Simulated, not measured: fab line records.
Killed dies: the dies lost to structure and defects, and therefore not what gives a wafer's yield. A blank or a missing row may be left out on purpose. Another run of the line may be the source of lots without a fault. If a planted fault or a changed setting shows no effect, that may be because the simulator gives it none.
fab line records	flow n5Finfet	part 2 of 2: steps 4 to 6 of 6
record lots=24	wafers=72	lastDay=17
route steps=1938 shown SDB@347 DUMMY_REMOVAL@377 HKMG_FIN@388
lots that met no fault: from a run of the same line without faults
startH: hours from the record's opening day to when the first of the lot's shown wafers began	waitH: time in hours since the lot's previous step	" as in the row above	L1.1+2: a row that stands for several wafers	- no value, or no start given	* or withheld: withheld	< > ~ a bound
route shown NAME@n: NAME is a module with steps in the file, n the number in the route of the first one	usual: mean/standard deviation taken from wafers without a fault	same: alike in all rows	chamber/n: place in a boat	sites: per-site readings	_std_site: standard deviation across them	_edge_site: the outer-site mean with the inner-site mean subtracted	radiusMm: how far each site lies from the wafer's centre	mask NAME#n: copy n	behind: the tool/chamber that last shaped the wafer	hold: why the lot went on hold/how many hours it stayed there/how the hold came to an end	device: names the non-switching transistor (n, p or np)	end of line: tests of these same wafers at the route's end	where a step has no rows: the recipe by itself	killed: not the wafer's yield, but the dies lost to structure and defects at the first sort	map: per-die view of a wafer (x killed, . not killed, _ where there is no die)
set.NAME: the setting the step ran with; set.NAME@STEP: the setting that earlier step ran with	model.NAME: the simulator's own value behind a step, which no gauge read
a sample of lots followed through the steps of the route, with each step as a table and each wafer as a row
services: from which hour (startH, from the record's first day; less than 0 if before it) a tool's chamber was out of use, for how many hours, and why
## steps
# step N5_DUMMY_REMOVAL_STRIP_10
# recipe chemistry=N2/H2	timeS=40	powerW=100	tempC=40	pressureMtorr=100	rfFrequencyHz=6e+07	biasPowerW=3	n2FlowSccm=300	h2FlowSccm=300
# usual biasPowerW=2.999/0.009	chamberPressureMTorr=100.00/0.091	drypumpMotorCurrentA=5.9/0.37	oesProductAu=0.79/0.079	rfVppV=45.4/0.8	showerheadPlenumPTorr=3.42/0.12	throttleValvePct=12.22/0.27
lot.wafer	tool	chamber	startH	waitH	biasPowerW	chamberPressureMTorr	drypumpMotorCurrentA	oesProductAu	rfHoursCounterH	rfVppV	showerheadPlenumPTorr	throttleValvePct
L074.1	rieDiel-01	2	73.11	0.0	2.987	99.90	5.7	0.77	157	44.5	3.53	12.29
L074.3	"	0	"	"	3.009	100.02	5.1	0.98	2	44.5	3.31	11.90
L074.5	"	1	"	"	3.013	100.21	6.0	0.71	-	43.9	3.36	12.83
L075.2	rieDiel-02	3	77.40	0.0	3.014	100.03	5.6	0.70	209	45.4	3.48	12.48
L075.4	"	3	"	"	2.992	99.95	5.6	0.70	-	45.1	3.48	12.47
L075.5	"	0	"	"	3.005	99.91	5.6	0.73	-	44.9	3.21	12.01
L076.1	rieDiel-06	3	83.67	0.0	2.979	99.90	6.4	0.74	175	45.1	3.47	12.10
L076.2	"	2	"	"	2.990	99.98	5.9	0.82	72	45.6	3.57	12.18
L076.3	"	1	"	"	3.005	99.91	6.0	0.75	119	45.3	3.52	12.13
L077.1	rieDiel-06	2	88.57	0.0	3.002	99.99	5.9	0.82	73	46.8	3.57	12.20
L077.2	"	3	"	"	3.012	99.98	6.5	0.75	177	44.6	3.46	12.10
L077.4	"	0	"	"	3.011	100.06	5.6	0.78	149	44.8	3.37	12.31
L078.1	rieDiel-06	3	93.93	0.0	2.998	100.01	6.5	0.74	178	45.6	3.46	12.14
L078.5	"	3	"	"	2.987	100.09	6.5	0.74	-	45.4	3.46	12.13
L078.6	"	0	"	"	2.992	100.10	5.6	0.78	-	47.2	3.37	12.30
L079.2	rieDiel-06	2	101.78	0.0	2.998	100.15	5.9	0.81	76	45.8	3.57	12.20
L079.3	"	0	"	"	3.014	99.96	5.6	0.79	152	45.0	3.37	12.29
L079.5	"	3	"	"	2.994	99.88	6.5	0.75	-	46.4	3.46	12.14
L080.2	rieDiel-06	2	106.65	0.0	3.003	99.96	5.9	0.82	78	45.2	3.57	12.19
L080.3	"	1	"	"	2.987	99.94	6.0	0.75	125	46.9	3.51	12.16
L080.6	"	0	"	"	2.988	100.03	5.6	0.77	-	45.3	3.37	12.31
L081.1	rieDiel-01	2	115.82	0.0	3.011	100.04	5.7	0.75	170	44.7	3.52	12.31
L081.3	"	0	"	"	2.996	99.95	5.1	0.93	15	46.0	3.31	11.94
L081.6	"	2	"	"	3.005	100.05	5.7	0.75	-	46.2	3.52	12.33
L082.1	rieDiel-01	0	118.60	0.0	2.996	100.10	5.1	0.92	16	46.0	3.30	11.94
L082.3	"	2	"	"	2.991	100.00	5.7	0.75	171	43.4	3.52	12.32
L082.6	"	0	"	"	2.998	100.10	5.1	0.93	-	46.0	3.30	11.93
L083.3	rieDiel-01	2	126.45	0.0	2.996	100.17	5.7	0.76	173	45.5	3.52	12.32
L083.4	"	0	"	"	2.990	100.02	5.1	0.92	18	45.2	3.30	11.94
L083.6	"	3	"	"	3.002	99.93	6.2	0.85	-	45.9	3.58	12.15
L084.1	rieDiel-02	1	129.92	0.0	3.001	100.21	6.4	0.99	4	45.4	3.31	11.77
L084.5	"	2	"	"	3.017	100.01	6.0	0.85	-	45.5	3.28	11.92
L084.6	"	1	"	"	3.000	99.86	6.3	0.98	-	46.1	3.31	11.76
L085.1	rieDiel-06	0	136.92	0.0	3.001	100.01	5.6	0.77	162	45.1	3.36	12.33
L085.4	"	2	"	"	3.005	100.06	5.9	0.80	87	45.6	3.56	12.23
L085.6	"	0	"	"	2.998	100.09	5.6	0.77	-	44.0	3.36	12.32
L086.1	rieDiel-01	0	145.45	0.0	3.002	99.90	5.1	0.91	23	44.6	3.30	11.96
L086.4	"	2	"	"	3.002	99.94	5.7	0.75	179	45.1	3.52	12.35
L086.5	"	2	"	"	2.985	100.00	5.6	0.75	-	45.8	3.52	12.35
L087.1	rieDiel-01	2	150.14	0.0	2.993	99.96	5.7	0.75	181	46.1	3.52	12.34
L087.3	"	1	"	"	2.996	99.94	5.9	0.69	233	45.3	3.35	12.89
L087.5	"	3	"	"	3.008	100.03	6.2	0.84	-	47.0	3.58	12.16
L088.1	rieDiel-02	0	155.02	0.0	2.993	99.93	5.7	0.72	212	47.9	3.20	12.08
L088.2	"	2	"	"	3.010	99.95	6.0	0.84	67	45.3	3.27	11.94
L088.4	"	3	"	"	2.993	99.93	5.5	0.68	237	45.8	3.47	12.54
L089.1	rieDiel-01	0	160.48	0.0	3.000	99.95	5.1	0.90	27	46.1	3.30	11.97
L089.3	"	2	"	"	3.008	100.05	5.7	0.75	183	45.6	3.52	12.36
L089.6	"	3	"	"	2.998	100.00	6.2	0.85	-	45.2	3.58	12.17
L090.1	rieDiel-02	0	165.77	0.0	3.000	99.99	5.6	0.71	217	45.2	3.20	12.07
L090.4	"	2	"	"	2.987	100.01	6.0	0.83	69	43.8	3.27	11.92
L090.6	"	3	"	"	3.014	99.97	5.6	0.68	-	46.3	3.47	12.55
L091.4	rieDiel-06	3	173.40	0.0	3.013	100.03	6.5	0.73	201	44.9	3.45	12.19
L091.5	"	2	"	"	2.996	99.96	5.9	0.80	-	43.5	3.56	12.25
L091.6	"	3	"	"	3.021	100.02	6.5	0.73	-	45.8	3.45	12.18
L092.1	rieDiel-01	0	177.96	0.0	3.002	99.96	5.1	0.89	32	44.1	3.30	11.97
L092.2	"	3	"	"	3.007	100.01	6.2	0.83	56	46.4	3.57	12.16
L092.4	"	2	"	"	3.015	100.04	5.7	0.74	189	45.2	3.51	12.37
L093.1	rieDiel-01	0	183.86	0.0	3.006	99.98	5.1	0.88	34	46.4	3.30	11.98
L093.4	"	1	"	"	2.995	99.91	6.0	0.67	242	45.2	3.34	12.90
L093.5	"	3	"	"	3.011	99.96	6.2	0.82	-	45.0	3.57	12.18
L094.4	rieDiel-06	2	190.19	0.0	2.986	100.13	5.9	0.78	103	45.6	3.55	12.29
L094.5	"	1	"	"	2.993	99.98	6.0	0.73	-	44.7	3.50	12.21
L094.6	"	2	"	"	2.992	100.02	5.9	0.79	-	46.7	3.55	12.29
L095.1	rieDiel-02	1	194.95	0.0	2.987	100.07	6.3	0.93	25	44.3	3.30	11.82
L095.3	"	2	"	"	3.008	100.13	6.0	0.83	78	45.8	3.27	11.94
L095.6	"	2	"	"	3.023	100.05	5.9	0.83	-	45.2	3.27	11.95
L096.1	rieDiel-06	3	201.48	0.0	3.002	100.04	6.4	0.72	211	45.0	3.45	12.21
L096.5	"	0	"	"	3.006	100.04	5.6	0.76	-	45.8	3.35	12.38
L096.6	"	3	"	"	2.997	100.07	6.5	0.72	-	45.0	3.45	12.20
L097.1	rieDiel-02	1	207.85	0.0	2.989	100.15	6.4	0.92	29	44.9	3.30	11.83
L097.2	"	2	"	"	2.998	99.94	6.0	0.82	82	44.9	3.26	11.95
L097.6	"	2	"	"	3.007	99.85	6.0	0.82	-	45.7	3.26	11.96
# step N5_HKMG_FIN_ALD_74
# recipe material=La2O3	targetThkA=5	tempC=250	aldPrecursorFamily=La-Cp	aldCoReactant=O3	pulseTimeS=6	coReactantPulseTimeS=1	purgeTimeS=3	coReactantPurgeTimeS=3
# usual heaterPowerW=355/39	precursorPulseHeightRel=1.001/0.02
# same coReactantPulseTimeS=1	purgeTimeS=3
lot.wafer	tool	chamber	startH	waitH	heaterPowerW	precursorPulseHeightRel
L074.1	aldHk-03	3	74.03	0.2	314	1.005
L074.3	"	0	"	"	414	1.019
L074.5	"	1	"	"	370	1.024
L075.2	aldHk-01	1	78.43	0.2	368	0.999
L075.4	"	2	"	"	285	0.969
L075.5	"	1	"	"	360	1.002
L076.1	aldHk-01	1	84.59	0.2	363	1.030
L076.2	"	0	"	"	363	1.010
L076.3	"	2	"	"	298	1.011
L077.1	aldHk-01	0	89.49	0.2	367	0.981
L077.2	"	2	"	"	291	0.987
L077.4	"	1	"	"	362	1.000
L078.1	aldHk-01	1	94.86	0.2	364	1.025
L078.5	"	3	"	"	367	0.993
L078.6	"	0	"	"	358	0.997
L079.2	aldHk-01	2	102.72	0.2	297	1.033
L079.3	"	0	"	"	361	0.992
L079.5	"	1	"	"	368	0.993
L080.2	aldHk-03	2	107.85	0.2	419	1.028
L080.3	"	0	"	"	409	0.998
L080.6	"	0	"	"	410	1.017
L081.1	aldHk-02	1	116.74	0.2	319	1.000
L081.3	"	0	"	"	304	0.975
L081.6	"	1	"	"	317	0.995
L082.1	aldHk-01	2	119.52	0.2	300	1.044
L082.3	"	3	"	"	362	1.000
L082.6	"	0	"	"	352	0.984
L083.3	aldHk-01	3	127.37	0.1	360	1.002
L083.4	"	1	"	"	362	1.059
L083.6	"	3	"	"	360	0.971
L084.1	aldHk-03	2	130.90	0.2	402	1.024
L084.5	"	3	"	"	325	0.951
L084.6	"	2	"	"	411	1.003
L085.1	aldHk-03	1	137.84	0.2	365	0.967
L085.4	"	3	"	"	314	1.000
L085.6	"	0	"	"	417	1.039
L086.1	aldHk-03	3	146.39	0.2	325	0.970
L086.4	"	0	"	"	404	0.989
L086.5	"	0	"	"	412	1.017
L087.1	aldHk-02	3	151.07	0.2	354	1.012
L087.3	"	2	"	"	299	0.966
L087.5	"	3	"	"	351	0.995
L088.1	aldHk-01	3	155.99	0.2	360	0.977
L088.2	"	2	"	"	286	0.989
L088.4	"	0	"	"	354	0.991
L089.1	aldHk-03	1	161.48	0.2	377	1.021
L089.3	"	2	"	"	404	1.003
L089.6	"	1	"	"	372	1.023
L090.1	aldHk-03	0	166.69	0.2	403	0.995
L090.4	"	2	"	"	400	0.998
L090.6	"	3	"	"	326	0.984
L091.4	aldHk-03	3	174.52	0.1	318	1.001
L091.5	"	0	"	"	407	0.978
L091.6	"	1	"	"	365	0.994
L092.1	aldHk-03	3	179.04	0.2	316	0.983
L092.2	"	1	"	"	368	1.021
L092.4	"	0	"	"	401	0.962
L093.1	aldHk-03	2	184.78	0.2	411	0.998
L093.4	"	1	"	"	357	1.005
L093.5	"	2	"	"	409	1.002
L094.4	aldHk-01	3	191.20	0.1	348	1.021
L094.5	"	1	"	"	362	0.991
L094.6	"	2	"	"	298	1.021
L095.1	aldHk-03	0	195.95	0.2	401	1.008
L095.3	"	2	"	"	399	1.003
L095.6	"	1	"	"	375	0.980
L096.1	aldHk-02	0	202.40	0.2	305	0.990
L096.5	"	0	"	"	315	1.000
L096.6	"	3	"	"	361	0.992
L097.1	aldHk-03	2	208.95	0.2	408	1.017
L097.2	"	3	"	"	314	0.998
L097.6	"	3	"	"	308	1.036
# step N5_HKMG_FIN_INSPECT_61
# recipe mode=adi	inspectInstrument=macro
# usual rawDefectCount=2.1/1.4
lot.wafer	tool	chamber	startH	waitH	rawDefectCount
L074.1	defectInspect-02	-	74.63	0.0	1
L074.3	"	-	"	"	4
L074.5	"	-	"	"	2
L075.2	defectInspect-02	-	79.02	0.0	2
L075.4	"	-	"	"	1
L075.5	"	-	"	"	4
L076.1	defectInspect-01	-	85.06	0.0	3
L076.2	"	-	"	"	1
L076.3	"	-	"	"	3
L077.1	defectInspect-02	-	89.96	0.0	2
L077.2	"	-	"	"	0
L077.4	"	-	"	"	1
L078.1	defectInspect-02	-	95.46	0.0	2
L078.5	"	-	"	"	1
L078.6	"	-	"	"	4
L079.2	defectInspect-01	-	103.19	0.0	0
L079.3	"	-	"	"	1
L079.5	"	-	"	"	4
L080.2	defectInspect-01	-	108.45	0.0	1
L080.3	"	-	"	"	1
L080.6	"	-	"	"	6
L081.1	defectInspect-01	-	117.21	0.0	3
L081.3	"	-	"	"	3
L081.6	"	-	"	"	1
L082.1	defectInspect-01	-	120.12	0.0	2
L082.3	"	-	"	"	2
L082.6	"	-	"	"	3
L083.3	defectInspect-01	-	127.84	0.0	3
L083.4	"	-	"	"	4
L083.6	"	-	"	"	1
L084.1	defectInspect-01	-	131.37	0.0	3
L084.5	"	-	"	"	0
L084.6	"	-	"	"	3
L085.1	defectInspect-02	-	138.31	0.0	3
L085.4	"	-	"	"	2
L085.6	"	-	"	"	0
L086.1	defectInspect-01	-	147.13	0.0	3
L086.4	"	-	"	"	2
L086.5	"	-	"	"	1
L087.1	defectInspect-01	-	151.66	0.0	2
L087.3	"	-	"	"	2
L087.5	"	-	"	"	2
L088.1	defectInspect-02	-	156.59	0.0	1
L088.2	"	-	"	"	4
L088.4	"	-	"	"	3
L089.1	defectInspect-02	-	161.95	0.0	1
L089.3	"	-	"	"	4
L089.6	"	-	"	"	2
L090.1	defectInspect-01	-	167.16	0.0	1
L090.4	"	-	"	"	1
L090.6	"	-	"	"	1
L091.4	defectInspect-01	-	175.12	0.0	3
L091.5	"	-	"	"	3
L091.6	"	-	"	"	2
L092.1	defectInspect-02	-	179.51	0.0	1
L092.2	"	-	"	"	3
L092.4	"	-	"	"	0
L093.1	defectInspect-02	-	185.38	0.0	3
L093.4	"	-	"	"	0
L093.5	"	-	"	"	2
L094.4	defectInspect-01	-	191.68	0.0	3
L094.5	"	-	"	"	0
L094.6	"	-	"	"	5
L095.1	defectInspect-01	-	196.42	0.0	3
L095.3	"	-	"	"	3
L095.6	"	-	"	"	4
L096.1	defectInspect-02	-	202.87	0.0	2
L096.5	"	-	"	"	3
L096.6	"	-	"	"	1
L097.1	defectInspect-02	-	209.55	0.0	3
L097.2	"	-	"	"	2
L097.6	"	-	"	"	5
## services
tool	chamber	startH	hours	kind
aldHk-02	-	48.70	41.7	repair
rieDiel-01	0	49.46	-	clean
rieDiel-01	0	49.46	-	consumableReplace:focusRing
rieDiel-01	0	49.46	14.4	scheduledDown
rieDiel-01	0	49.46	14.4	ventCycle
rieDiel-06	0	67.60	9.2	repair
pecvd-03	-	67.91	0.6	repair
rieDiel-02	1	74.99	10.1	repair
rieDiel-02	1	85.11	-	clean
rieDiel-02	1	85.11	-	consumableReplace:focusRing
rieDiel-02	1	85.11	16.8	scheduledDown
rieDiel-02	1	85.11	16.8	ventCycle
rieDiel-02	1	111.75	17.4	repair
pecvd-01	2	123.12	15.9	repair
pecvd-03	-	134.59	1.1	repair
rieDiel-01	3	135.36	4.7	repair
rieDiel-01	0	137.90	2.9	repair
rieDiel-02	1	157.42	4.3	repair
pecvd-03	2	178.61	11.9	repair
rieDiel-01	1	186.73	2.2	repair
aldHk-02	-	187.80	8.7	pm
rieDiel-02	3	191.24	-	clean
rieDiel-02	3	191.24	-	consumableReplace:focusRing
rieDiel-02	3	191.24	21.9	scheduledDown
